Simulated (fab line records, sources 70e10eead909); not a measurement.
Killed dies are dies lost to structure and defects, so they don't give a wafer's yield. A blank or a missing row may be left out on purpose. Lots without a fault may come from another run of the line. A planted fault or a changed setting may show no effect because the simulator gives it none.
One fault seen from 2 desks | flow nand_harc | each desk has only its own numbers; what lay behind them comes last

THE TOOL OWNER'S DESK: rie_diel-01
The tool's own readings at NHARC_A_SLIT_ETCH_15 (etches the open film in O2/COS, target depth 3200 nm, time 832 s): means of the sampled wafers that have a number, for each lot that ran on this tool. A lot is out of limits, marked OUT, if its mean lies more than 4 standard deviations from the usual mean; the brackets give that distance. Of its 8 readings 7 are shown: the one that was out of limits first, and those that lie furthest out on some lot.
Columns: A = bias_w at NHARC_A_SLIT_ETCH_15, usual 300.1 W; B = chamber_pressure_mTorr at NHARC_A_SLIT_ETCH_15, usual 19.999 mTorr; C = oes_product_au at NHARC_A_SLIT_ETCH_15, usual 1.002 a.u.; D = rf_vpp_V at NHARC_A_SLIT_ETCH_15, usual 314.9 V; E = run_length_s at NHARC_A_SLIT_ETCH_15, usual 853.2 s; F = showerhead_plenum_p_Torr at NHARC_A_SLIT_ETCH_15, usual 3.18 Torr; G = throttle_valve_pct at NHARC_A_SLIT_ETCH_15, usual 28.330 %
lot  | first seen here | A     | B      | C     | D     | E                       | F    | G
L796 | day 15 03:58    | 300.2 | 20.001 | 1.010 | 316.1 | 853.3                   | 3.29 | 28.317
L798 | day 15 13:18    | 300.7 | 20.009 | 1.012 | 313.9 | 852.9                   | 3.15 | 28.335
L802 | day 16 13:29    | 300.5 | 20.001 | 1.014 | 315.9 | 853.3                   | 3.24 | 28.321
L806 | day 17 14:18    | -     | 20.005 | 0.996 | 314.0 | 672.1 (-99 or more) OUT | 3.15 | 28.342
L805 | day 17 15:50    | -     | 20.009 | 0.999 | 313.5 | 672.1 (-99 or more) OUT | 3.08 | 28.327
This desk's finding: out of limits on L805, L806; first on L806, day 17 14:18 (run_length_s at NHARC_A_SLIT_ETCH_15). In limits: L796, L798, L802.

THE DEFECT DESK
What the inspections along the route counted, lot by lot: means of the sampled wafers that have a number. A lot is out of limits, marked OUT, if its mean lies more than 4 standard deviations from the usual mean; the brackets give that distance.
Columns: A = raw_defect_count at NHARC_A_SIN_REMOVE_INSPECT_04, usual 282
lot  | first seen here | A
L794 | day 15 12:50    | 253
L796 | day 15 12:50    | 209
L798 | day 16 02:44    | 276
L799 | day 16 02:46    | 336
L802 | day 17 03:47    | 294
L805 | day 18 01:10    | 312
L806 | day 18 01:10    | 341
L807 | day 18 08:23    | 331
L808 | day 19 01:04    | 256
L814 | day 20 01:02    | 240
This desk's finding: nothing out of limits on any of the 10 lots.

PUT TOGETHER
The tool owner's desk could have raised an alarm at day 17 14:18, on L805, L806.
The defect desk saw nothing out of limits.
The defect desk has L805, L806 on record, within its limits.
Of the lots named, all ran NHARC_A_SLIT_ETCH_15 on rie_diel-01.

WHAT THE SIMULATOR HAD PUT IN
Process parameter drift: rie_diel-01, from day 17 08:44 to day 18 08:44, at NHARC_A_SLIT_ETCH_15. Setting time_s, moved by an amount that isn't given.
Lots struck among those shown: L805, L806.
Hours from the fault's start to each desk's first reading out of limits: the tool owner's desk, 6.
